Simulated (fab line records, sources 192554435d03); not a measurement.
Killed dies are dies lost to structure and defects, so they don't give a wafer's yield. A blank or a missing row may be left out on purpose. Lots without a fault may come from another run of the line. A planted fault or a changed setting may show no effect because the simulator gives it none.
Which tool did it? | flow n5_finfet | 10 lots, 30 wafers sampled, at 4 steps of a route of 1938

WHAT THE GAUGES READ, wafer by wafer
N5_BEOL_M6_INSPECT_58: inspects for defects (darkfield).
lot  | measured     | on                | raw_defect_count
L428 | day 9 20:52  | defect_inspect-01 | 51 54 77
L429 | day 10 00:26 | defect_inspect-01 | 71 69 60
L432 | day 10 14:25 | defect_inspect-02 | 64 57 57
L433 | day 10 15:06 | defect_inspect-02 | 661 669 642
L434 | day 11 02:46 | defect_inspect-02 | 686 621 686
L437 | day 12 01:41 | defect_inspect-01 | 570 538 591
L443 | day 13 11:32 | defect_inspect-01 | 53 39 39
L445 | day 13 21:41 | defect_inspect-01 | 90 80 58
L446 | day 14 10:56 | defect_inspect-01 | 44 42 41
L448 | day 14 16:53 | defect_inspect-02 | 78 53 34

WHICH TOOL RAN EACH LOT (tool, then ch and the chambers of the sampled wafers, then the start)
lot  | N5_BEOL_M6_STRIP_80                           | N5_BEOL_M6_ALD_77                   | N5_BEOL_M6_PRE_CLEAN_55
L428 | rie_diel-06 ch 0,2, day 9 18:43 or earlier    | ald_metal-01 ch 0,1,2, day 9 18:43  | pecvd-04 ch 0,1,2, day 9 20:45
L429 | rie_diel-05 ch 2,3, day 9 22:39 or earlier    | ald_metal-03 ch 0,1, day 9 22:39    | pecvd-02 ch 1,2, day 10 00:19
L432 | rie_diel-01 ch 0,2,3, day 10 12:36 or earlier | ald_metal-04 ch 0,1, day 10 12:36   | pecvd-04 ch 0,2, day 10 14:17
L433 | rie_diel-01 ch 0,3, day 10 13:29 or earlier   | ald_metal-01 ch 1,2, day 10 13:29   | pecvd-04 ch 1,2, day 10 14:59
L434 | rie_diel-05 ch 1,2,3, day 11 01:04 or earlier | ald_metal-03 ch 0,1,2, day 11 01:04 | pecvd-04 ch 0,1, day 11 02:39
L437 | rie_diel-05 ch 0,1,2, day 11 22:34 or earlier | ald_metal-01 ch 0,1,2, day 11 22:34 | pecvd-04 ch 0,1,2, day 12 01:34
L443 | rie_diel-06 ch 0,1,2, day 13 09:23 or earlier | ald_metal-04 ch 0,1,3, day 13 09:23 | pecvd-03 ch 1,2, day 13 11:23
L445 | rie_diel-06 ch 1,2, day 13 17:51 or earlier   | ald_metal-04 ch 2,3, day 13 17:51   | pecvd-03 ch 1,2, day 13 21:32
L446 | rie_diel-01 ch 0,1,2, day 14 08:44 or earlier | ald_metal-04 ch 1,2,3, day 14 08:44 | pecvd-02 ch 0,1, day 14 10:49
L448 | rie_diel-06 ch 0,1, day 14 14:17 or earlier   | ald_metal-04 ch 1,2,3, day 14 14:17 | pecvd-02 ch 0,2, day 14 16:46
- N5_BEOL_M6_STRIP_80: strips in N2/H2, time 10 s.
- N5_BEOL_M6_ALD_77: deposits TaN, target thk 2 nm, pulse time 2 s, purge time 3 s.
- N5_BEOL_M6_PRE_CLEAN_55: time 15 s.

THE ANSWER, worked out from the rows above alone
Rule: what is usual is taken from the lots themselves. Put in order of their means at a reading, lots are off if they are a third of the lots or fewer, leave a main group of 4 or more, and stand apart from it by a gap of 3 or more times the standard deviation of the main group's means; of several such gaps the widest counts. A main group whose means are all the same, to the digits that the tables above print for the reading, isn't used. A lot without any number at a reading at which 4 lots or more have one is off too. The other lots that the step has rows for count as sound.
Off: L433, L434, L437, at N5_BEOL_M6_INSPECT_58 (raw_defect_count). The main group: mean 58, standard deviation 11.
A tool fits if, at a process step before that reading, it ran every lot that is off, and no sound lot after the first of them. The gauges at N5_BEOL_M6_INSPECT_58 are tried like those tools. N5_BEOL_M6_STRIP_80 gives no start for some lots, so the hours and the order of its lots are those of N5_BEOL_M6_ALD_77. One fits: pecvd-04 at N5_BEOL_M6_PRE_CLEAN_55. Its last sound lot is L432 (day 10 14:17), its first lot that is off L433 (day 10 14:59): a fault that began between those two fits.

WHAT THE SIMULATOR HAD PUT IN
Chamber particle source: pecvd-04, from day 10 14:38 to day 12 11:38, at N5_BEOL_M6_PRE_CLEAN_55. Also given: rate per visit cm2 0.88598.
Lots struck among those shown: L433, L434, L437. The rule above found the same.
